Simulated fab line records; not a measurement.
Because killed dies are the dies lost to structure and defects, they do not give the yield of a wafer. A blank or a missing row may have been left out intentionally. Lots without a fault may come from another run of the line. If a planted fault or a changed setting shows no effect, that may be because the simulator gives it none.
Lot-split experiment + flow n5_finfet + 7 lots, 21 wafers read, on a route of 1938 steps

THE SPLIT ITSELF
At N5_MIM_BOT_ETCH_ETCH_04 (etches SiNx in CF4/O2, target depth 26 nm, time 13 s), the setting time_s was moved away from the recipe's 13 s on 9 of the 21 wafers read, by -9.2% to +13.2%. The other wafers ran this setting at the recipe's value.

The split's own step is where the reading is taken.

THE READING
etch.depth_nm (the simulator's own value, which no gauge read), in nm, at N5_MIM_BOT_ETCH_ETCH_04 (etches SiNx in CF4/O2, target depth 26 nm, time 13 s). The file gives no usual value for it. Average 25.83 nm, standard deviation 0.32 nm, over the 12 wafers here run with the recipe.

| wafer  | tool, chamber at the split | time_s as run, s | against the recipe | etch.depth_nm, nm | against lot-mates on the recipe |
|--------|----------------------------|------------------|--------------------|-------------------|---------------------------------|
| L074.1 | rie_diel-01, 2             | 13               | recipe             | 26.53             | -                               |
| L074.2 | rie_diel-01, 1             | 14.67            | +12.8%             | 29.53             | +3.19                           |
| L074.5 | rie_diel-01, 0             | 13               | recipe             | 26.16             | -                               |
| L076.3 | rie_diel-05, 0             | 11.8             | -9.2%              | 23.07             | -2.48                           |
| L076.4 | rie_diel-05, 1             | 11.8             | -9.2%              | 23.14             | -2.41                           |
| L076.6 | rie_diel-05, 2             | 13               | recipe             | 25.55             | -                               |
| L077.4 | rie_diel-04, 3             | 13               | recipe             | 25.99             | -                               |
| L077.5 | rie_diel-04, 1             | 11.83            | -9.0%              | 23.7              | -2.18                           |
| L077.6 | rie_diel-04, 0             | 13               | recipe             | 25.78             | -                               |
| L078.2 | rie_diel-04, 0             | 14.71            | +13.2%             | 29.01             | +2.96                           |
| L078.3 | rie_diel-04, 1             | 13               | recipe             | 26.05             | -                               |
| L078.6 | rie_diel-04, 0             | 14.71            | +13.2%             | 29.12             | +3.07                           |
| L086.1 | rie_diel-04, 2             | 13               | recipe             | 25.46             | -                               |
| L086.2 | rie_diel-04, 3             | 12.05            | -7.3%              | 24.38             | -1.08                           |
| L086.3 | rie_diel-04, 1             | 12.05            | -7.3%              | 24.16             | -1.30                           |
| L087.2 | rie_diel-01, 3             | 13               | recipe             | 25.83             | -                               |
| L087.5 | rie_diel-01, 0             | 13               | recipe             | 25.49             | -                               |
| L087.6 | rie_diel-01, 3             | 14.15            | +8.8%              | 27.99             | +2.33                           |
| L091.2 | rie_diel-05, 1             | 13               | recipe             | 25.79             | -                               |
| L091.3 | rie_diel-05, 3             | 13               | recipe             | 25.94             | -                               |
| L091.4 | rie_diel-05, 0             | 13               | recipe             | 25.41             | -                               |

THE FIT
A straight line over all 21 wafers: etch.depth_nm changes by +0.257 nm for each +1% of time_s; r = +0.98; the points scatter about the line by 0.32 nm.
The same after taking each lot's own level away (the mean of its wafers on the recipe; 21 wafers): +0.235 nm for each +1%; r = +0.99; scatter 0.24 nm.
The reading moves by 3.1 nm for the largest change in time_s, on that fit.
Across the lots, their own levels run from 25.460 to 26.345 nm, a range of 2.8 times the standard deviation given above.
Hence the lot-to-lot level has little effect on the slope; both slopes agree.
Check: +3.17 nm against its lot-mates is what the line predicts for one of the wafers moved furthest among these (+13.2%) when that wafer is left out of the fit. It came out at +2.96 nm against them.

FURTHER SPLITS ON THESE WAFERS
Other splits were also applied to these wafers ahead of the reading. Each is held against what the fit with the lots' levels taken away leaves over:
| other split on the same wafers | wafers away from the commonest value | r with etch.depth_nm (lot level and that fit taken away) |
|--------------------------------|--------------------------------------|----------------------------------------------------------|
| N5_BEOL_M13_COAT_04 spin_rpm   | 7                                    | -0.20                                                    |
| N5_BEOL_M13_SPUTTER_43 power_w | 7                                    | -0.16                                                    |
| N5_BEOL_M14_ILD_DEP_00 time_s  | 8                                    | -0.12                                                    |
| N5_BEOL_M15_PEB_26 peb_temp_c  | 9                                    | +0.21                                                    |
| N5_BEOL_M15_ETCH_61 time_s     | 11                                   | +0.19                                                    |

THE FILE'S OWN FIT
etch.depth_nm changes by +0.239 nm for each +1% of time_s, r = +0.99.
